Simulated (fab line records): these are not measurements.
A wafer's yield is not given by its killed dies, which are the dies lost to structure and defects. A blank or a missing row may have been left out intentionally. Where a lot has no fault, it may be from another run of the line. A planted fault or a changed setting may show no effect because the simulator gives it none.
Problem report in the 8D (eight disciplines) form, filled by code | flow n5 finfet | the parts of the form that need people (team, actions taken, sign-off) are left out

== 1. WHAT WENT WRONG ==
At N5_BEOL_M4_CMP_52, barrier field endpoint s averages 31.1 s over 3 wafers from 2 lots, while fault-free wafers read 24.8 s, standard deviation 0.5. Relative to the usual mean, that is a shift of +13 standard deviations.
The step: polishes, stops on SiOC, t overpolish 6.8 s, target thk 40 nm.
The first sign was on wafer L130.1 at day 12 11:05, on cmp-02. Wafers with a number at this step in the record: 27, from 9 lots. Rule for "out" (also "out of limits"): further than 4 standard deviations from the usual mean. Any other wafer with a number is counted as sound.

== 2. WHAT IT IS; WHAT IT IS NOT ==
question                    | is                       | is not
which readings at this step | barrier field endpoint s | clearing platen rpm, motor current A
which lots                  | L130, L131               | L114, L115, L118, L120, L122, L124, L125
which wafers of those lots  | L130.1, L131.1, L131.4   | L130.3, L130.6, L131.3
read on which tools         | cmp-02, cmp-03           | cmp-01
when                        | from day 12 11:05        | up to then (23 sound wafers); but 1 sound wafer of L131 came after

== 3. WHAT RULES OUT EACH SUSPECT ==
Counting: if a tool at a process step up to the reading ran every lot that is out, it stays a suspect. Sound lots after the first of them don't rule it out here, since some wafers of a struck lot are sound.
- pecvd-02 at N5_BEOL_M4_PECVD_72 (deposits SiO2 from TEOS/O2, target thk 16 nm, time 18 s): kept. Every lot that is out went through it, the first being L130 (day 11 21:50); the last sound lot it ran before that was L122 (day 9 04:15).
- rtp anneal-01 at N5_BEOL_M4_ANNEAL_51 (time 90 s): kept. Every lot that is out went through it, the first being L130 (day 12 10:46); the last sound lot it ran before that was L125 (day 10 20:58).
The count leaves rtp anneal-01 at N5_BEOL_M4_ANNEAL_51 and pecvd-02 at N5_BEOL_M4_PECVD_72.

== 4. THE CAUSE (what the simulator had put in) ==
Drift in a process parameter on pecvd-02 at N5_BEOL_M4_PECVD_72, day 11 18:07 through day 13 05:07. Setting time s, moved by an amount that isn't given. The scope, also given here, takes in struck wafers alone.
Counting left 2 suspects, and this tool is among them.

== 5. THE EFFECT CHAIN, in route order ==
Each row: a reading whose mean over the struck wafers that have a number lies more than 3 standard deviations from the usual. Only readings for which the record gives a usual standard deviation are gone through. hours: the time from each lot's start at the first step in this table that gives one to its start at this step, as a median over the lots. sigmas: the change in usual standard deviations.
hours | step              | reading                  | usual  | on struck wafers | change | sigmas
0     | N5_BEOL_M4_CMP_52 | barrier field endpoint s | 24.8 s | 31.1             | +6.3   | +13
Here are the process steps it includes:
- N5_BEOL_M4_CMP_52: polishes, stops on SiOC, t overpolish 6.8 s, target thk 40 nm.
Later measuring or inspecting steps at which every struck wafer that the step has a row for has a number for every such reading, and none has moved that far: N5_BEOL_M4_INSPECT_59, N5_BEOL_M4_RC_MEAS_101.

== 6. WHAT WOULD HAVE CAUGHT IT SOONER ==
The fault began at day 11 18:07; the first out-of-limits reading in this record came at day 12 11:05, 17 hours later.
An alarm limit of 4 standard deviations would not have fired on the tool readings at N5_BEOL_M4_PECVD_72 for which the record gives a usual standard deviation, since none of them was out on any struck wafer.
By day 12 11:05, every lot that is out (2) had started N5_BEOL_M4_PECVD_72 on pecvd-02. A hold on the tool at that time would have spared none of them.
